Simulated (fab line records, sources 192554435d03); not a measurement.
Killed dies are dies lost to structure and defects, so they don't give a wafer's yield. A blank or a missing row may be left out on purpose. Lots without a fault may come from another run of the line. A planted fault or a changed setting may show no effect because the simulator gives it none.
Chamber matching | flow n5_finfet | N5_SDB_STRIP_21 on rie_diel-03: 4 sister chambers
The step strips in CF4. 16 wafers are shown with their chamber, then 8 later ones without.

WAFERS WITH THEIR CHAMBER
wafer  | chamber | showerhead_plenum_p_Torr (Torr) | drypump_motor_current_A (A) | throttle_valve_pct (%)
L076.2 | 2       | 1.75                            | 5.6                         | 13.54
L076.3 | 1       | 1.81                            | 6.2                         | 13.20
L076.6 | 2       | 1.75                            | 5.6                         | 13.53
L080.1 | 2       | 1.75                            | 5.6                         | 13.58
L080.3 | 0       | 1.89                            | 5.2                         | 13.57
L080.4 | 1       | 1.81                            | 6.2                         | 13.20
L081.1 | 2       | 1.75                            | 5.6                         | 13.55
L081.4 | 0       | 1.89                            | 5.2                         | 13.56
L081.6 | 2       | 1.75                            | 5.6                         | 13.56
L082.1 | 2       | 1.75                            | 5.6                         | 13.58
L082.3 | 1       | 1.81                            | 6.3                         | 13.22
L082.6 | 1       | 1.81                            | 6.3                         | 13.22
L083.1 | 0       | 1.88                            | 5.2                         | 13.58
L083.2 | 2       | 1.75                            | 5.6                         | 13.59
L083.3 | 3       | 1.74                            | 5.7                         | 13.25
L088.3 | 2       | 1.75                            | 5.6                         | 13.60

SIGNATURES (means of the wafers above)
reading                  | chamber 0 | chamber 1 | chamber 2 | chamber 3 | scatter within a chamber
showerhead_plenum_p_Torr | 1.8867    | 1.8100    | 1.7500    | 1.7400    | 0.00236
drypump_motor_current_A  | 5.200     | 6.250     | 5.600     | 5.700     | 0.0289
throttle_valve_pct       | 13.5700   | 13.2100   | 13.5663   | 13.2500   | 0.0204
Rule: a wafer's distance from a chamber is the root of the sum, over the readings, of the square of ((its reading less the chamber's mean) divided by the reading's scatter). The wafer belongs to the nearest chamber; if the next one is less than 2 further off, it can't be placed. The scatter: the root of (the sum of the squares of (reading less its chamber's mean) over the shown wafers, divided by (wafers less chambers)).

WAFERS WITHOUT THEIR CHAMBER
wafer  | showerhead_plenum_p_Torr (Torr) | drypump_motor_current_A (A) | throttle_valve_pct (%)
L088.5 | 1.75                            | 5.7                         | 13.58
L088.6 | 1.81                            | 6.3                         | 13.26
L094.3 | 1.80                            | 6.2                         | 13.29
L094.5 | 1.88                            | 5.2                         | 13.64
L094.6 | 1.80                            | 6.3                         | 13.27
L096.3 | 1.80                            | 6.3                         | 13.29
L096.4 | 1.73                            | 5.7                         | 13.34
L096.5 | 1.74                            | 5.6                         | 13.65

WHICH CHAMBER EACH WENT THROUGH
wafer  | from the rows above | in truth
L088.5 | 2                   | 2
L088.6 | 1                   | 1
L094.3 | 1                   | 1
L094.5 | 0                   | 0
L094.6 | 1                   | 1
L096.3 | 1                   | 1
L096.4 | 3                   | 3
L096.5 | 2                   | 2
Placed correctly: 8 of 8. Can't be placed from these rows: 0. Placed wrongly: 0.
